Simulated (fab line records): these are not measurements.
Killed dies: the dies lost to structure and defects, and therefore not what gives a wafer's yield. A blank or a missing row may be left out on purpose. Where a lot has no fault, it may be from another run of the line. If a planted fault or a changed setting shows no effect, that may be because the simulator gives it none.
Split-lot trial    flow n5-finfet    7 lots, 21 wafers read, on a route of 1938 steps

== THE SPLIT ITSELF ==
At N5_BEOL_M15_SPUTTER_44 (material Ta, target thk 15 nm, time 24.19 s), the setting power-w was moved away from the recipe's 15000 W on 7 of the 21 wafers read, by +8.0% to +15.3%. For the rest of the wafers, this setting stayed at what the recipe calls for.

The split's own step is where the reading is taken.

== THE READING ==
Ta_of_BEOL_M15_SPUTTER_44.thk-nm (the simulator's own value, which no gauge read), in nm, at N5_BEOL_M15_SPUTTER_44 (material Ta, target thk 15 nm, time 24.19 s). The file does not state a usual value for it. Average 15.0 nm, standard deviation 0.19 nm, over the 14 wafers here run with the recipe.

wafer   tool, chamber at the split  power-w as run, W  against the recipe  Ta_of_BEOL_M15_SPUTTER_44.thk-nm, nm  against lot-mates on the recipe
L074.1  pvd-sputter-01, -           17120              +14.1%              17                                    +1.8
L074.3  pvd-sputter-01, -           17120              +14.1%              17                                    +1.8
L074.5  pvd-sputter-01, -           15000              recipe              15.2                                  -
L076.1  pvd-sputter-02, -           15000              recipe              15.2                                  -
L076.4  pvd-sputter-02, -           15000              recipe              15.2                                  -
L076.5  pvd-sputter-02, -           15000              recipe              15                                    -
L077.1  pvd-sputter-01, -           15000              recipe              14.8                                  -
L077.4  pvd-sputter-01, -           15000              recipe              15                                    -
L077.5  pvd-sputter-01, -           15000              recipe              15                                    -
L080.1  pvd-sputter-02, -           15000              recipe              14.8                                  -
L080.2  pvd-sputter-02, -           15000              recipe              14.8                                  -
L080.6  pvd-sputter-02, -           15000              recipe              14.8                                  -
L082.1  pvd-sputter-03, -           16670              +11.1%              17.2                                  +1.8
L082.4  pvd-sputter-03, -           16670              +11.1%              17.2                                  +1.8
L082.6  pvd-sputter-03, -           15000              recipe              15.4                                  -
L083.4  pvd-sputter-02, -           15000              recipe              14.8                                  -
L083.5  pvd-sputter-02, -           16200              +8.0%               16                                    +1.2
L083.6  pvd-sputter-02, -           16200              +8.0%               16.2                                  +1.4
L086.3  pvd-sputter-01, -           15000              recipe              15                                    -
L086.4  pvd-sputter-01, -           15000              recipe              15                                    -
L086.5  pvd-sputter-01, -           17290              +15.3%              17.2                                  +2.2

THE FIT
A straight line over all 21 wafers: Ta_of_BEOL_M15_SPUTTER_44.thk-nm changes by +0.155 nm for each +1% of power-w; r = +0.97; the points scatter about the line by 0.24 nm.
The same after taking each lot's own level away (the mean of its wafers on the recipe; 21 wafers): +0.143 nm for each +1%; r = +0.99; scatter 0.13 nm.
That fit puts the effect of the largest move of power-w on the reading at 2.2 nm.
The lots' own levels span 14.80 to 15.40 nm, that is 3.2 times the standard deviation above.
So the lot-to-lot level changes the slope little: the two slopes agree.
Check: for one of the wafers moved furthest among these (+15.3%), held out of the fit, the line's prediction against its lot-mates is +2.2 nm. Against them it came out at +2.2 nm.

== THESE WAFERS: OTHER SPLITS ==
Other splits were also applied to these wafers ahead of the reading. Each is held against what the fit with the lots' levels taken away leaves over:
other split on the same wafers     wafers away from the commonest value  r with Ta_of_BEOL_M15_SPUTTER_44.thk-nm (lot level and that fit taken away)
N5_BEOL_M12_ETCH_59 bias-w         7                                     -0.13
N5_BEOL_M13_TRENCH_ETCH_34 time-s  10                                    -0.05
N5_BEOL_M13_SPUTTER_43 time-s      7                                     -0.01
N5_BEOL_M15_COAT_04 spin-rpm       9                                     +0.41
N5_BEOL_M15_ETCH_61 time-s         7                                     +0.47

== FILE'S OWN FIT ==
Ta_of_BEOL_M15_SPUTTER_44.thk-nm changes by +0.144 nm for each +1% of power-w, r = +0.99.
